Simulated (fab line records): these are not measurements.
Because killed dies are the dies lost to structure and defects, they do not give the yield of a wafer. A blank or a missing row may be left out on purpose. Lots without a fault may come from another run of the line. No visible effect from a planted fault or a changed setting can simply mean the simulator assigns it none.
A lot that was struck, set against a sound lot || flow n5-finfet || 16 steps out of a route of 1938
Sound: these wafers, L909.1, L909.2, L909.6. Struck: wafers L913.3, L913.4, L913.6. Last of all comes the cause.
For every step that has rows: the tool of each side, followed by ch and its chambers, followed by its first start. Under that, the readings that differ: sound wafers || struck wafers || difference of the means || sigmas: that difference in standard deviations of wafers without a fault.
alike: same words and numbers on both sides, and readings whose means sit less than 2 such deviations apart. not compared: any withheld reading, any reading some wafer has no value for, any bound like >300 that may hide the same value, and any number with overlapping values for which the record gives no deviation.
A row with sigmas, a row that says differs or no value, or rows on one side alone: a step with any of these is where the two part. Numbers that don't overlap but have no deviation are shown without sigmas and don't part them. Lack of a reading on every wafer of one side parts them only where that side has two or more wafers.

first, 6 steps without rows for these wafers: N5_MOL_CONTACT_COAG_COAT_34 (resist thk 40 nm); N5_MOL_CONTACT_COAG_EBR_36; N5_MOL_CONTACT_COAG_SOFTBAKE_35 (time 60 s); N5_MOL_CONTACT_COAG_EXPOSE_37 (exposes mask VD, defocus 0 nm); N5_MOL_CONTACT_COAG_PEB_38 (peb time 60 s); N5_MOL_CONTACT_COAG_DEVELOP_39 (develop time 30 s).
N5_MOL_CONTACT_COAG_CD_MEAS_40 targets a cd of 25.1 nm.
  sound on cd-sem-03 ch 0, day 5 05:50; struck on cd-sem-01 ch 0, day 6 12:06
  alike: cd-nm
N5_MOL_CONTACT_COAG_OVL_MEAS_41:
  sound on overlay-02 ch 0, day 5 05:52; struck on overlay-01 ch 0, day 6 12:08
  alike: VD_OVL
N5_MOL_CONTACT_COAG_INSPECT_42: inspects for defects (brightfield).
  struck on defect-inspect-02, day 6 12:11; sound on defect-inspect-01, day 5 05:56
  alike: raw-defect-count
N5_MOL_CONTACT_COAG_DESCUM_45: chemistry O2, time 7 s.
  sound on rie-diel-03 ch 0,2,3, day 5 06:01; struck on rie-diel-06 ch 1,2,3, day 6 12:27
  alike: chamber-pressure-mTorr, drypump-motor-current-A, oes-product-au, rf-vpp-V, showerhead-plenum-p-Torr, throttle-valve-pct
  not compared: rf-hours-counter-h
N5_MOL_CONTACT_COAG_ETCH_65: etches underlayer in N2/H2, target depth 13 nm, time 10.4 s.
  sound on rie-diel-03 ch 0,2,3, day 5 06:02; struck on rie-diel-06 ch 1,2,3, day 6 12:29
  alike: chamber-pressure-mTorr, drypump-motor-current-A, etch-rf-on-time-s, oes-product-au, rf-vpp-V, showerhead-plenum-p-Torr, throttle-valve-pct
  not compared: rf-hours-counter-h
N5_MOL_CONTACT_COAG_ETCH_66: etches SiARC in CF4, target depth 13 nm, time 21.7 s.
  sound on rie-diel-03 ch 0,2,3, day 5 06:04; struck on rie-diel-06 ch 1,2,3, day 6 12:31
  alike: cf4-flow-sccm, chamber-pressure-mTorr, drypump-motor-current-A, etch-rf-on-time-s, oes-product-au, rf-vpp-V, showerhead-plenum-p-Torr, throttle-valve-pct
  not compared: rf-hours-counter-h
N5_MOL_CONTACT_COAG_ALD_133: deposits SiO2, target thk 5 nm, pulse time 1 s, co reactant pulse time 1 s.
  sound on ald-sin-02 ch 2,3, day 5 06:09; struck on ald-sin-01 ch 1,3, day 6 12:53
{"reading": "heater-power-w (W)", "sound": "81 82 78", "struck": "62 51 61", "difference": -22, "sigmas": -2}
{"reading": "susceptor-temp-C (C)", "sound": "99.93 100.00 99.94", "struck": "91.26 91.12 91.11", "difference": -8.79, "sigmas": -63}
  alike: precursor-pulse-height-rel
N5_MOL_CONTACT_COAG_ETCHBACK_134: etches SiO2 in CHF3, target depth 10 nm, time 6.7 s.
  sound on rie-diel-03 ch 2,3, day 5 06:30; struck on rie-diel-05 ch 0,2,3, day 6 13:04
  alike: chamber-pressure-mTorr, drypump-motor-current-A, oes_f_703_au, oes-product-au, rf-vpp-V, showerhead-plenum-p-Torr, throttle-valve-pct
  not compared: rf-hours-counter-h
-- here the record skips 3 days between the struck wafers' starts before and after, leaving off in module MOL_CONTACT_COAG and picking up in module BEOL_M4 (first step shown: number 1111 of the route) --
N5_BEOL_M4_RC_MEAS_101:
  sound on prober-02 ch 0, day 8 00:32; struck on prober-02 ch 0, day 9 12:08
  alike: DIBL_N, DIBL_P, IOFF_N, IOFF_P, ION_N, ION_P, SS_N, SS_P, VT_N, VT_P
-- a jump in the record: the struck wafers' starts before and after are 5 days apart (it breaks off in module BEOL_M4 and resumes in module PASSIVATION, where the first step shown is number 1936 of the route) --
N5_PASSIVATION_PROBE_49:
  the record has rows for the struck wafers here (prober-01, day 14 04:08) and none for the sound ones

== WHERE THEY PART ==
First at N5_MOL_CONTACT_COAG_ALD_133; last, within this record, at N5_PASSIVATION_PROBE_49.

WHY: whatever the simulator had introduced
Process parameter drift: ald-sin-01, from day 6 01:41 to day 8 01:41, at N5_MOL_CONTACT_COAG_ALD_133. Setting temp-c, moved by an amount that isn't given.
